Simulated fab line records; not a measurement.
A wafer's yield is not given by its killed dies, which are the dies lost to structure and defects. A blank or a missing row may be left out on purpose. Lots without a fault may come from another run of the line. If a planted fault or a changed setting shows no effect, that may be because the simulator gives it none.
Matching of chambers / flow n5-finfet / N5_DUMMY_GATE_ETCH_36 on rie-diel-01 has 4 sister chambers
The step etches SiARC in CF4, target depth 13 nm. 8 wafers are shown with their chamber, then 9 later ones without.

== WAFERS, EACH WITH ITS CHAMBER ==
wafer=L082.3; chamber=3; drypump-motor-current-A (A)=5.23; oes-product-au (a.u.)=0.70
wafer=L084.3; chamber=1; drypump-motor-current-A (A)=5.54; oes-product-au (a.u.)=0.76
wafer=L084.6; chamber=0; drypump-motor-current-A (A)=5.25; oes-product-au (a.u.)=0.90
wafer=L085.1; chamber=3; drypump-motor-current-A (A)=5.22; oes-product-au (a.u.)=0.70
wafer=L085.4; chamber=0; drypump-motor-current-A (A)=5.28; oes-product-au (a.u.)=0.90
wafer=L088.1; chamber=2; drypump-motor-current-A (A)=5.84; oes-product-au (a.u.)=0.72
wafer=L088.5; chamber=1; drypump-motor-current-A (A)=5.53; oes-product-au (a.u.)=0.76
wafer=L088.6; chamber=2; drypump-motor-current-A (A)=5.85; oes-product-au (a.u.)=0.73

== WAFERS WHOSE CHAMBER IS MISSING ==
wafer=L089.3; drypump-motor-current-A (A)=5.29; oes-product-au (a.u.)=0.90
wafer=L089.4; drypump-motor-current-A (A)=5.52; oes-product-au (a.u.)=0.76
wafer=L089.6; drypump-motor-current-A (A)=5.52; oes-product-au (a.u.)=0.75
wafer=L095.4; drypump-motor-current-A (A)=5.29; oes-product-au (a.u.)=0.88
wafer=L095.5; drypump-motor-current-A (A)=5.52; oes-product-au (a.u.)=0.75
wafer=L095.6; drypump-motor-current-A (A)=5.85; oes-product-au (a.u.)=0.72
wafer=L096.4; drypump-motor-current-A (A)=5.85; oes-product-au (a.u.)=0.72
wafer=L096.5; drypump-motor-current-A (A)=5.27; oes-product-au (a.u.)=0.87
wafer=L096.6; drypump-motor-current-A (A)=5.22; oes-product-au (a.u.)=0.71

== WHICH CHAMBER EACH ONE RAN IN ==
wafer=L089.3; from the rows above=0; in truth=0
wafer=L089.4; from the rows above=1; in truth=1
wafer=L089.6; from the rows above=1; in truth=1
wafer=L095.4; from the rows above=0; in truth=0
wafer=L095.5; from the rows above=1; in truth=1
wafer=L095.6; from the rows above=2; in truth=2
wafer=L096.4; from the rows above=2; in truth=2
wafer=L096.5; from the rows above=0; in truth=0
wafer=L096.6; from the rows above=3; in truth=3
9 of 9 placed correctly. Not placeable from these rows: 0. 0 placed wrongly.
How it was worked out, from the rows above alone: a wafer's distance from a chamber is the root of the sum, over the readings, of the square of ((its reading less the chamber's mean) divided by the reading's scatter). The wafer belongs to the nearest chamber; if the next one is less than 2 further off, it can't be placed. For every chamber, the mean is computed from those of its wafers that are shown. The scatter: take each reading less its chamber's mean, square it, sum over the shown wafers, divide by the number of wafers less the number of chambers, and take the root.
